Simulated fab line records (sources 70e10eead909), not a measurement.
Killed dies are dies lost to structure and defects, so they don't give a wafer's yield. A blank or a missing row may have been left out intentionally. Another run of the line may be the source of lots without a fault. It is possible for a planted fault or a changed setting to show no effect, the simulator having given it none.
fab line records + flow nandHarc
record
- lots=12
- wafers=36
- lastDay=24
route steps=1159 shown P_BONDPAD@369 A_ZERO_WELL@390
lots untouched by any fault: they come from a run of this same line in which no faults occurred
startH: hours from the record's opening day to when the first of the lot's shown wafers began + waitH: hours elapsed since this lot's preceding step + " as in the row above + L1.1+2: one row covering several wafers at once + - no value, or no start was given + * or withheld: withheld + < > ~ a bound
route shown NAME@n: names a module that has steps shown in the file, with the first one's number in the route + usual: average and standard deviation across the fault-free wafers + same: alike in all rows + chamber/n: place in a boat + sites: each site's reading + _std_site: their standard deviation + _edge_site: outer sites' mean less inner sites' + radiusMm: how far each site lies from the wafer's centre + mask NAME#n: copy n + behind: tool/chamber where the wafer was last shaped + hold: why the lot was held/for how many hours/how that ended + device: names the non-switching transistor (n, p or np) + end of line: the tests these same wafers got at the end of their route + a step given without rows: its recipe and nothing more + killed: dies that structure and defects cost at the first sort, which is not the same as the wafer's yield + map: a wafer's dies, marking killed ones x, the rest . and places with no die _
set.NAME: setting as actually run; set.NAME@STEP: the setting as run at that earlier step + model.NAME: the simulator's own value behind a step, which no gauge read
route steps across a sampled set of lots; one table per step, one row per wafer
services: a tool's chamber out of use, with start hour (startH, from the record's first day; less than 0 if before it), hours out, and reason
## steps
# step NHARC_P_BONDPAD_ETCH_12
# recipe
- targetDepthA=2000
- timeS=100
- chf3FlowSccm=50
- o2FlowSccm=10
- arFlowSccm=200
- rfW=500
- biasW=200
- chemistry=CHF3/O2
# usual
- drypumpMotorCurrentA=5.8/0.47
- oesProductAu=0.941/0.024
- rfVppV=371.7/2
- showerheadPlenumPTorr=2.45/0.09
- throttleValvePct=20.573/0.0096
| lot.wafer | tool       | chamber | startH | waitH | drypumpMotorCurrentA | oesProductAu | rfHoursCounterH | rfVppV | showerheadPlenumPTorr | throttleValvePct |
|-----------|------------|---------|--------|-------|----------------------|--------------|-----------------|--------|-----------------------|------------------|
| L217.4    | rieDiel-02 | 1       | -      | -     | 5.4                  | 0.907        | 50              | 369.5  | 2.35                  | 20.562           |
| L217.5    | "          | 1       | "      | "     | 5.4                  | 0.919        | -               | 368.7  | 2.35                  | 20.574           |
| L217.6    | "          | 2       | "      | "     | 5.2                  | 0.917        | -               | 370.7  | 2.39                  | 20.570           |
| L221.4    | rieDiel-10 | 3       | -      | -     | 5.9                  | 0.928        | 54              | 367.6  | 2.24                  | 20.577           |
| L221.6    | "          | 1       | "      | "     | 5.7                  | 0.964        | -               | 367.5  | 2.23                  | 20.581           |
| L221.5    | "          | 2       | "      | "     | 6.4                  | 0.922        | -               | 372.2  | 2.49                  | 20.556           |
| L224.1    | rieDiel-08 | 3       | -      | -     | 5.8                  | 0.913        | 2               | 372.4  | 2.54                  | 20.572           |
| L224.2    | "          | 0       | "      | "     | 6.1                  | 0.907        | 2               | 370.0  | 2.41                  | 20.588           |
| L224.4    | "          | 1       | "      | "     | 6.3                  | 0.914        | 2               | 371.9  | 2.42                  | 20.575           |
| L222.1    | rieDiel-02 | 2       | -      | -     | 5.2                  | 0.925        | 1               | 369.7  | 2.39                  | 20.576           |
| L222.2    | "          | 3       | "      | "     | 6.3                  | 0.937        | 1               | 372.3  | 2.44                  | 20.574           |
| L222.6    | "          | 1       | "      | "     | 5.4                  | 0.940        | -               | 368.6  | 2.35                  | 20.589           |
| L223.3    | rieDiel-08 | 3       | -      | -     | 5.8                  | 0.959        | 3               | 372.6  | 2.54                  | 20.571           |
| L223.6    | "          | 3       | "      | "     | 5.8                  | 0.943        | -               | 373.0  | 2.54                  | 20.588           |
| L223.5    | "          | 0       | "      | "     | 6.1                  | 0.947        | -               | 369.6  | 2.41                  | 20.586           |
| L227.2    | rieDiel-08 | 2       | -      | -     | 5.0                  | 0.936        | 4               | 373.2  | 2.51                  | 20.555           |
| L227.4    | "          | 3       | "      | "     | 5.8                  | 0.916        | 4               | 373.7  | 2.54                  | 20.579           |
| L227.1    | "          | 0       | "      | "     | 6.1                  | 0.900        | 4               | 372.0  | 2.41                  | 20.585           |
| L231.3    | rieDiel-10 | 0       | -      | -     | 6.2                  | 0.969        | 8               | 373.6  | 2.54                  | 20.573           |
| L231.1    | "          | 3       | "      | "     | 5.9                  | 0.985        | 7               | 366.5  | 2.23                  | 20.580           |
| L231.6    | "          | 1       | "      | "     | 5.7                  | 0.950        | -               | 374.6  | 2.59                  | 20.579           |
| L233.4    | rieDiel-08 | 3       | -      | -     | 5.8                  | 0.930        | 7               | 373.0  | 2.54                  | 20.553           |
| L233.1    | "          | 2       | "      | "     | 5.0                  | 0.934        | 7               | 373.4  | 2.51                  | 20.569           |
| L233.5    | "          | 3       | "      | "     | 5.8                  | 0.921        | -               | 372.7  | 2.54                  | 20.560           |
| L236.1    | rieDiel-10 | 2       | -      | -     | 6.4                  | 0.936        | 19              | 372.2  | 2.48                  | 20.571           |
| L236.3    | "          | 1       | "      | "     | 5.7                  | 0.940        | 23              | 373.0  | 2.59                  | 20.574           |
| L236.4    | "          | 3       | "      | "     | 5.9                  | 0.948        | -               | 366.9  | 2.23                  | 20.581           |
| L237.2    | rieDiel-08 | 1       | -      | -     | 6.2                  | 0.978        | 10              | 370.9  | 2.41                  | 20.597           |
| L237.4    | "          | 2       | "      | "     | 5.0                  | 0.985        | 11              | 373.9  | 2.51                  | 20.569           |
| L237.1    | "          | 3       | "      | "     | 5.8                  | 0.958        | 12              | 373.4  | 2.54                  | 20.573           |
| L238.4    | rieDiel-08 | 0       | -      | -     | 6.1                  | 0.920        | 12              | 371.3  | 2.40                  | 20.574           |
| L238.3    | "          | 1       | "      | "     | 6.3                  | 0.927        | 11              | 370.5  | 2.41                  | 20.574           |
| L238.6    | "          | 1       | "      | "     | 6.3                  | 0.920        | -               | 373.0  | 2.41                  | 20.575           |
| L240.4    | rieDiel-08 | 2       | -      | -     | 5.0                  | 0.938        | 13              | 374.4  | 2.51                  | 20.580           |
| L240.1    | "          | 0       | "      | "     | 6.1                  | 0.923        | 13              | 370.9  | 2.40                  | 20.573           |
| L240.2    | "          | 1       | "      | "     | 6.3                  | 0.916        | 12              | 371.5  | 2.41                  | 20.567           |
# step NHARC_P_BONDPAD_PRE_CLEAN_26
# recipe
- timeS=30
- tempC=280
- gas=H2/He
# usual
- heaterPowerW=400/51
| lot.wafer | tool          | chamber | startH | waitH | heaterPowerW |
|-----------|---------------|---------|--------|-------|--------------|
| L217.4    | pvdSputter-01 | -       | -      | -     | 339          |
| L217.6    | "             | -       | "      | "     | 416          |
| L217.5    | "             | -       | "      | "     | 317          |
| L221.4    | pvdSputter-02 | -       | -      | -     | 488          |
| L221.6    | "             | -       | "      | "     | 360          |
| L221.5    | "             | -       | "      | "     | 454          |
| L224.2    | pvdSputter-02 | -       | -      | -     | 465          |
| L224.4    | "             | -       | "      | "     | 397          |
| L224.1    | "             | -       | "      | "     | 491          |
| L222.2    | pvdSputter-03 | -       | -      | -     | 370          |
| L222.1    | "             | -       | "      | "     | 419          |
| L222.6    | "             | -       | "      | "     | 365          |
| L223.3    | pvdSputter-02 | -       | -      | -     | 448          |
| L223.6    | "             | -       | "      | "     | 492          |
| L223.5    | "             | -       | "      | "     | 364          |
| L227.1    | pvdSputter-01 | -       | -      | -     | 384          |
| L227.4    | "             | -       | "      | "     | 352          |
| L227.2    | "             | -       | "      | "     | 312          |
| L231.1    | pvdSputter-03 | -       | -      | -     | 369          |
| L231.3    | "             | -       | "      | "     | 461          |
| L231.6    | "             | -       | "      | "     | 374          |
| L233.1    | pvdSputter-01 | -       | -      | -     | 310          |
| L233.4    | "             | -       | "      | "     | 348          |
| L233.5    | "             | -       | "      | "     | 391          |
| L236.1    | pvdSputter-02 | -       | -      | -     | 378          |
| L236.3    | "             | -       | "      | "     | 410          |
| L236.4    | "             | -       | "      | "     | 469          |
| L237.1    | pvdSputter-03 | -       | -      | -     | 409          |
| L237.2    | "             | -       | "      | "     | 373          |
| L237.4    | "             | -       | "      | "     | 361          |
| L238.3    | pvdSputter-01 | -       | -      | -     | 344          |
| L238.4    | "             | -       | "      | "     | 409          |
| L238.6    | "             | -       | "      | "     | 391          |
| L240.4    | pvdSputter-02 | -       | -      | -     | 467          |
| L240.1    | "             | -       | "      | "     | 470          |
| L240.2    | "             | -       | "      | "     | 421          |
# step NHARC_A_ZERO_WELL_PRECLEAN_00
# recipe
- timeS=600
- tempC=120
- chemistry=SPM
# usual
- bathGuardTempC=120.0/0.61
- bathHeatDutyPct=13.7/1.4
| lot.wafer | tool        | chamber | startH | waitH | bathGuardTempC | bathHeatDutyPct |
|-----------|-------------|---------|--------|-------|----------------|-----------------|
| L217.6    | wetBench-09 | 6       | 134.80 | 0.1   | 120.3          | 15.4            |
| L217.4    | "           | 0       | "      | "     | 120.6          | 15.2            |
| L217.5    | "           | 3       | "      | "     | 120.0          | 16.8            |
| L221.6    | wetBench-01 | 0       | 157.85 | 0.1   | 120.0          | 11.5            |
| L221.4    | "           | 1       | "      | "     | 121.3          | 14.7            |
| L221.5    | "           | 3       | "      | "     | 118.4          | 11.7            |
| L224.2    | wetBench-09 | 1       | 164.85 | 0.1   | 119.8          | 13.5            |
| L224.1    | "           | 2       | "      | "     | 119.7          | 15.7            |
| L224.4    | "           | 4       | "      | "     | 119.6          | 12.7            |
| L222.2    | wetBench-06 | 4       | 165.26 | 0.1   | 119.7          | 12.6            |
| L222.6    | "           | 5       | "      | "     | 120.6          | 13.7            |
| L222.1    | "           | 7       | "      | "     | 119.7          | 12.0            |
| L223.5    | wetBench-09 | 4       | 169.14 | 0.1   | 119.3          | 13.8            |
| L223.3    | "           | 6       | "      | "     | 119.8          | 16.0            |
| L223.6    | "           | 0       | "      | "     | 120.9          | 13.4            |
| L227.1    | wetBench-06 | 2       | 190.38 | 0.1   | 120.4          | 12.1            |
| L227.2    | "           | 5       | "      | "     | 120.9          | 12.3            |
| L227.4    | "           | 6       | "      | "     | 120.7          | 13.6            |
| L231.6    | wetBench-01 | 0       | 210.32 | 0.1   | 120.6          | 10.6            |
| L231.1    | "           | 1       | "      | "     | 120.6          | 15.0            |
| L231.3    | "           | 2       | "      | "     | 119.5          | 14.2            |
| L233.1    | wetBench-01 | 6       | 222.87 | 0.1   | 119.7          | 15.1            |
| L233.5    | "           | 7       | "      | "     | 119.6          | 13.9            |
| L233.4    | "           | 0       | "      | "     | 120.1          | 12.3            |
| L236.3    | wetBench-09 | 7       | 244.34 | 0.1   | 119.4          | 15.8            |
| L236.1    | "           | 0       | "      | "     | 120.9          | 14.0            |
| L236.4    | "           | 3       | "      | "     | 120.2          | 15.3            |
| L237.1    | wetBench-09 | 4       | 256.00 | 0.1   | -              | -               |
| L237.2    | "           | 5       | "      | "     | -              | -               |
| L237.4    | "           | 6       | "      | "     | -              | -               |
| L238.3    | wetBench-01 | 2       | 260.38 | 0.1   | -              | -               |
| L238.6    | "           | 4       | "      | "     | -              | -               |
| L238.4    | "           | 5       | "      | "     | -              | -               |
| L240.4    | wetBench-09 | 3       | 278.24 | 0.1   | 120.4          | 16.4            |
| L240.2    | "           | 5       | "      | "     | 119.2          | 12.3            |
| L240.1    | "           | 6       | "      | "     | 120.1          | 15.2            |
# step NHARC_A_ZERO_WELL_ETCH_19
# recipe
- targetDepthA=800
- overetchA=240
- timeS=87.88
- ionEnergyEv=200
- n2FlowSccm=150
- h2FlowSccm=150
- arFlowSccm=0
- rfW=400
- biasW=150
- chemistry=N2/H2
# usual
- drypumpMotorCurrentA=5.6/0.58
- oesProductAu=1.001/0.012
- rfVppV=430/3
- showerheadPlenumPTorr=2.02/0.1
- throttleValvePct=14.172/0.0093
| lot.wafer | tool       | chamber | startH | waitH | drypumpMotorCurrentA | oesProductAu | rfHoursCounterH | rfVppV | showerheadPlenumPTorr | throttleValvePct |
|-----------|------------|---------|--------|-------|----------------------|--------------|-----------------|--------|-----------------------|------------------|
| L217.4    | rieDiel-04 | 3       | 135.82 | 0.1   | 6.7                  | 0.991        | 2               | 428    | 1.94                  | 14.166           |
| L217.6    | "          | 1       | "      | "     | 5.5                  | 0.979        | -               | 427    | 1.94                  | 14.171           |
| L217.5    | "          | 2       | "      | "     | 5.4                  | 1.000        | -               | 432    | 2.10                  | 14.157           |
| L221.6    | rieDiel-04 | 1       | 158.89 | 0.1   | 5.6                  | 0.990        | -               | 428    | 1.94                  | 14.191           |
| L221.4    | "          | 2       | "      | "     | 5.4                  | 1.002        | -               | 432    | 2.10                  | 14.189           |
| L221.5    | "          | 3       | "      | "     | 6.6                  | 1.002        | -               | 428    | 1.94                  | 14.167           |
| L224.1    | rieDiel-12 | 2       | 165.88 | 0.1   | 5.8                  | 0.996        | 10              | 428    | 1.94                  | 14.182           |
| L224.2    | "          | 0       | "      | "     | 5.9                  | 1.004        | 10              | 431    | 2.10                  | 14.174           |
| L224.4    | "          | 3       | "      | "     | 6.1                  | 0.985        | -               | 435    | 2.12                  | 14.195           |
| L222.2    | rieDiel-12 | 0       | 166.26 | 0.1   | 5.9                  | 1.012        | 10              | 432    | 2.10                  | 14.168           |
| L222.1    | "          | 3       | "      | "     | 6.1                  | 0.974        | 10              | 433    | 2.12                  | 14.181           |
| L222.6    | "          | 2       | "      | "     | 5.9                  | 0.990        | -               | 427    | 1.94                  | 14.177           |
| L223.3    | rieDiel-04 | 2       | 170.17 | 0.1   | 5.4                  | 0.997        | 8               | 431    | 2.10                  | 14.180           |
| L223.5    | "          | 1       | "      | "     | 5.6                  | 0.981        | -               | 427    | 1.94                  | 14.184           |
| L223.6    | "          | 2       | "      | "     | 5.4                  | 1.014        | -               | 432    | 2.10                  | 14.174           |
| L227.1    | rieDiel-05 | 3       | 191.36 | 0.1   | 5.3                  | 1.018        | 1               | 432    | 2.12                  | 14.182           |
| L227.4    | "          | 0       | "      | "     | 4.9                  | 1.021        | 1               | 426    | 1.91                  | 14.183           |
| L227.2    | "          | 2       | "      | "     | 5.2                  | 1.009        | 2               | 435    | 2.20                  | 14.162           |
| L231.1    | rieDiel-05 | 0       | 211.32 | 0.1   | 5.0                  | 1.008        | 3               | 427    | 1.91                  | 14.176           |
| L231.3    | "          | 1       | "      | "     | 4.7                  | 0.984        | 3               | 427    | 1.91                  | 14.158           |
| L231.6    | "          | 3       | "      | "     | 5.2                  | 0.996        | -               | 430    | 2.12                  | 14.183           |
| L233.4    | rieDiel-12 | 2       | 223.87 | 0.1   | 5.8                  | 0.999        | 0               | 429    | 1.93                  | 14.180           |
| L233.1    | "          | 0       | "      | "     | 5.8                  | 1.015        | 0               | 433    | 2.10                  | 14.175           |
| L233.5    | "          | 2       | "      | "     | 5.9                  | 0.998        | -               | 427    | 1.93                  | 14.171           |
| L236.1    | rieDiel-05 | 1       | 245.33 | 0.1   | 4.7                  | 0.998        | 6               | 427    | 1.91                  | 14.177           |
| L236.3    | "          | 3       | "      | "     | 5.3                  | 0.999        | 6               | 434    | 2.12                  | 14.166           |
| L236.4    | "          | 0       | "      | "     | 4.9                  | 1.007        | 6               | 426    | 1.91                  | 14.173           |
| L237.4    | rieDiel-05 | 0       | 256.99 | 0.1   | 4.9                  | 1.000        | 7               | 426    | 1.91                  | 14.155           |
| L237.1    | "          | 1       | "      | "     | 4.7                  | 1.016        | 6               | 427    | 1.91                  | 14.169           |
| L237.2    | "          | 3       | "      | "     | 5.2                  | 1.014        | 7               | 432    | 2.12                  | 14.170           |
| L238.3    | rieDiel-04 | 0       | 261.38 | 0.1   | 5.9                  | 1.003        | 12              | 429    | 1.96                  | 14.162           |
| L238.4    | "          | 2       | "      | "     | 5.4                  | 1.021        | 16              | 432    | 2.09                  | 14.174           |
| L238.6    | "          | 0       | "      | "     | 5.9                  | 1.006        | -               | 429    | 1.96                  | 14.186           |
| L240.2    | rieDiel-12 | 2       | 279.24 | 0.1   | 5.8                  | 1.001        | 3               | 429    | 1.93                  | 14.162           |
| L240.1    | "          | 3       | "      | "     | 6.1                  | 0.980        | 3               | 433    | 2.12                  | 14.160           |
| L240.4    | "          | 1       | "      | "     | 6.5                  | 0.995        | 3               | 430    | 2.04                  | 14.187           |
## services
| tool          | chamber | startH | hours | kind   |
|---------------|---------|--------|-------|--------|
| rieDiel-04    | 0       | 109.71 | 8.6   | repair |
| rieDiel-04    | -       | 111.93 | 9.0   | pm     |
| wetBench-09   | -       | 112.80 | 8.0   | pm     |
| rieDiel-08    | -       | 124.85 | 9.0   | pm     |
| rieDiel-10    | 1       | 128.80 | 7.5   | repair |
| rieDiel-12    | 1       | 130.40 | 6.2   | repair |
| rieDiel-12    | 1       | 145.08 | 24.0  | repair |
| rieDiel-04    | 0       | 152.34 | 20.3  | repair |
| pvdSputter-01 | -       | 158.10 | 10.0  | pm     |
| rieDiel-05    | 1       | 159.67 | 9.4   | repair |
| rieDiel-05    | -       | 163.60 | 9.0   | pm     |
| rieDiel-08    | 2       | 164.44 | 5.3   | repair |
| rieDiel-10    | -       | 176.53 | 9.0   | pm     |
| rieDiel-04    | -       | 179.77 | 26.1  | repair |
| wetBench-09   | -       | 184.95 | 8.0   | repair |
| rieDiel-08    | 1       | 187.94 | 7.2   | repair |
| rieDiel-12    | -       | 202.46 | 9.0   | pm     |
| rieDiel-05    | 2       | 206.74 | 8.2   | repair |
| wetBench-09   | -       | 210.20 | 0.5   | repair |
| wetBench-01   | -       | 213.60 | 8.0   | pm     |
| pvdSputter-02 | -       | 214.01 | 10.0  | pm     |
| rieDiel-12    | -       | 234.85 | 15.0  | repair |
| rieDiel-08    | -       | 245.89 | 0.8   | repair |
| rieDiel-04    | -       | 268.50 | 1.5   | repair |
## key
firstSign
- step=NHARC_A_ZERO_WELL_PRECLEAN_00
- reading=toolRecord
- direction=missing
effect none on later readings
metAt NHARC_A_ZERO_WELL_PRECLEAN_00
struckLots L237,L238
testerLeftOut L237,L238
notActingAt NHARC_P_BONDPAD_ETCH_12,NHARC_P_BONDPAD_PRE_CLEAN_26,NHARC_A_ZERO_WELL_ETCH_19
onsetBetween 244.34 256.00
fault
- kind=skippedStepWhole
- tool=wetBench-01,wetBench-09
- chamber=-
- onsetH=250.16
- steps=NHARC_A_ZERO_WELL_PRECLEAN_00
- scope=struckLotsOnly
# testerLeftOut: of these lots the tester's yield and bins aren't shown, on N5 and GAA mostly nor the transistor test; their killed dies are dies lost to structure and defects alone, not to doping, threshold or leakage, so they don't give the yield
